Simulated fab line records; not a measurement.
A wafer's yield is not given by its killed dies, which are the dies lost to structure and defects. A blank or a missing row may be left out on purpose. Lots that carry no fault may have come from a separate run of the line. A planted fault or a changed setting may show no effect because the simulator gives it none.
Matching of chambers || flow nand-harc || NHARC_A_CHANNEL_HOLE_D1_DEP_01 on pecvd-04 has 3 sister chambers
The step deposits SiON, target thk 140 nm. 33 wafers are shown with their chamber, then 12 later ones without.

== WAFERS WITH THEIR CHAMBER ==
{"wafer": "L074.3", "chamber": 0, "heater-power-w (W)": 650, "rf-fwd-power-W (W)": 349.8}
{"wafer": "L074.4", "chamber": 0, "heater-power-w (W)": 653, "rf-fwd-power-W (W)": 349.2}
{"wafer": "L074.5", "chamber": 2, "heater-power-w (W)": 909, "rf-fwd-power-W (W)": 349.0}
{"wafer": "L076.1", "chamber": 1, "heater-power-w (W)": 608, "rf-fwd-power-W (W)": 347.2}
{"wafer": "L076.2", "chamber": 2, "heater-power-w (W)": 845, "rf-fwd-power-W (W)": 347.2}
{"wafer": "L076.5", "chamber": 2, "heater-power-w (W)": 838, "rf-fwd-power-W (W)": 349.2}
{"wafer": "L078.1", "chamber": 0, "heater-power-w (W)": 675, "rf-fwd-power-W (W)": 347.3}
{"wafer": "L078.2", "chamber": 2, "heater-power-w (W)": 759, "rf-fwd-power-W (W)": 348.5}
{"wafer": "L078.3", "chamber": 1, "heater-power-w (W)": 643, "rf-fwd-power-W (W)": 348.2}
{"wafer": "L078.4", "chamber": 1, "heater-power-w (W)": 640, "rf-fwd-power-W (W)": 348.3}
{"wafer": "L078.5", "chamber": 0, "heater-power-w (W)": 664, "rf-fwd-power-W (W)": 348.2}
{"wafer": "L078.6", "chamber": 2, "heater-power-w (W)": 756, "rf-fwd-power-W (W)": 349.2}
{"wafer": "L083.3", "chamber": 1, "heater-power-w (W)": 543, "rf-fwd-power-W (W)": 349.6}
{"wafer": "L083.4", "chamber": 0, "heater-power-w (W)": 611, "rf-fwd-power-W (W)": 348.1}
{"wafer": "L083.6", "chamber": 2, "heater-power-w (W)": 888, "rf-fwd-power-W (W)": 346.6}
{"wafer": "L082.2", "chamber": 0, "heater-power-w (W)": 597, "rf-fwd-power-W (W)": 346.7}
{"wafer": "L082.3", "chamber": 2, "heater-power-w (W)": 808, "rf-fwd-power-W (W)": 348.6}
{"wafer": "L082.5", "chamber": 0, "heater-power-w (W)": 593, "rf-fwd-power-W (W)": 348.6}
{"wafer": "L085.2", "chamber": 2, "heater-power-w (W)": 914, "rf-fwd-power-W (W)": 348.5}
{"wafer": "L085.5", "chamber": 2, "heater-power-w (W)": 923, "rf-fwd-power-W (W)": 347.6}
{"wafer": "L085.6", "chamber": 1, "heater-power-w (W)": 608, "rf-fwd-power-W (W)": 350.0}
{"wafer": "L087.1", "chamber": 2, "heater-power-w (W)": 909, "rf-fwd-power-W (W)": 348.7}
{"wafer": "L087.4", "chamber": 0, "heater-power-w (W)": 682, "rf-fwd-power-W (W)": 348.3}
{"wafer": "L087.5", "chamber": 2, "heater-power-w (W)": 915, "rf-fwd-power-W (W)": 348.1}
{"wafer": "L086.1", "chamber": 2, "heater-power-w (W)": 865, "rf-fwd-power-W (W)": 349.7}
{"wafer": "L086.2", "chamber": 0, "heater-power-w (W)": 630, "rf-fwd-power-W (W)": 350.3}
{"wafer": "L086.6", "chamber": 0, "heater-power-w (W)": 656, "rf-fwd-power-W (W)": 348.0}
{"wafer": "L089.4", "chamber": 0, "heater-power-w (W)": 644, "rf-fwd-power-W (W)": 347.3}
{"wafer": "L089.5", "chamber": 1, "heater-power-w (W)": 611, "rf-fwd-power-W (W)": 350.5}
{"wafer": "L089.6", "chamber": 2, "heater-power-w (W)": 963, "rf-fwd-power-W (W)": 349.1}
{"wafer": "L090.1", "chamber": 2, "heater-power-w (W)": 927, "rf-fwd-power-W (W)": 349.2}
{"wafer": "L090.3", "chamber": 1, "heater-power-w (W)": 575, "rf-fwd-power-W (W)": 349.5}
{"wafer": "L090.5", "chamber": 1, "heater-power-w (W)": 584, "rf-fwd-power-W (W)": 349.0}

SIGNATURES (means of the wafers above)
{"reading": "heater-power-w", "chamber 0": 641.36, "chamber 1": 601.50, "chamber 2": 872.79, "scatter within a chamber": 48.2}
{"reading": "rf-fwd-power-W", "chamber 0": 348.345, "chamber 1": 349.038, "chamber 2": 348.514, "scatter within a chamber": 0.998}
Rule: a wafer's distance from a chamber is the root of the sum, over the readings, of the square of ((its reading less the chamber's mean) divided by the reading's scatter). The wafer belongs to the nearest chamber; if the next one is less than 2 further off, it can't be placed. The scatter: the root of (the sum of the squares of (reading less its chamber's mean) over the shown wafers, divided by (wafers less chambers)).

== WAFERS WHOSE CHAMBER IS MISSING ==
{"wafer": "L095.1", "heater-power-w (W)": 938, "rf-fwd-power-W (W)": 349.6}
{"wafer": "L095.2", "heater-power-w (W)": 494, "rf-fwd-power-W (W)": 348.2}
{"wafer": "L095.4", "heater-power-w (W)": 953, "rf-fwd-power-W (W)": 349.6}
{"wafer": "L094.2", "heater-power-w (W)": 622, "rf-fwd-power-W (W)": 350.0}
{"wafer": "L094.5", "heater-power-w (W)": 617, "rf-fwd-power-W (W)": 349.4}
{"wafer": "L094.6", "heater-power-w (W)": 925, "rf-fwd-power-W (W)": 347.9}
{"wafer": "L096.2", "heater-power-w (W)": 563, "rf-fwd-power-W (W)": 349.4}
{"wafer": "L096.4", "heater-power-w (W)": 827, "rf-fwd-power-W (W)": 348.4}
{"wafer": "L096.6", "heater-power-w (W)": 605, "rf-fwd-power-W (W)": 348.0}
{"wafer": "L097.3", "heater-power-w (W)": 666, "rf-fwd-power-W (W)": 348.9}
{"wafer": "L097.4", "heater-power-w (W)": 945, "rf-fwd-power-W (W)": 347.3}
{"wafer": "L097.5", "heater-power-w (W)": 964, "rf-fwd-power-W (W)": 348.1}

== THE CHAMBER EACH PASSED THROUGH ==
{"wafer": "L095.1", "from the rows above": 2, "in truth": 2}
{"wafer": "L095.2", "from the rows above": "can't be placed: 1 or 0", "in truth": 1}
{"wafer": "L095.4", "from the rows above": 2, "in truth": 2}
{"wafer": "L094.2", "from the rows above": "can't be placed: 1 or 0", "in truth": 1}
{"wafer": "L094.5", "from the rows above": "can't be placed: 1 or 0", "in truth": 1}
{"wafer": "L094.6", "from the rows above": 2, "in truth": 2}
{"wafer": "L096.2", "from the rows above": "can't be placed: 1 or 0", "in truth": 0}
{"wafer": "L096.4", "from the rows above": 2, "in truth": 2}
{"wafer": "L096.6", "from the rows above": "can't be placed: 0 or 1", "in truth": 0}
{"wafer": "L097.3", "from the rows above": "can't be placed: 0 or 1", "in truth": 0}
{"wafer": "L097.4", "from the rows above": 2, "in truth": 2}
{"wafer": "L097.5", "from the rows above": 2, "in truth": 2}
Correctly placed: 6 of 12. Unplaceable from these rows: 6, with the true chamber sitting among the candidates in 6. Number placed wrongly: 0.
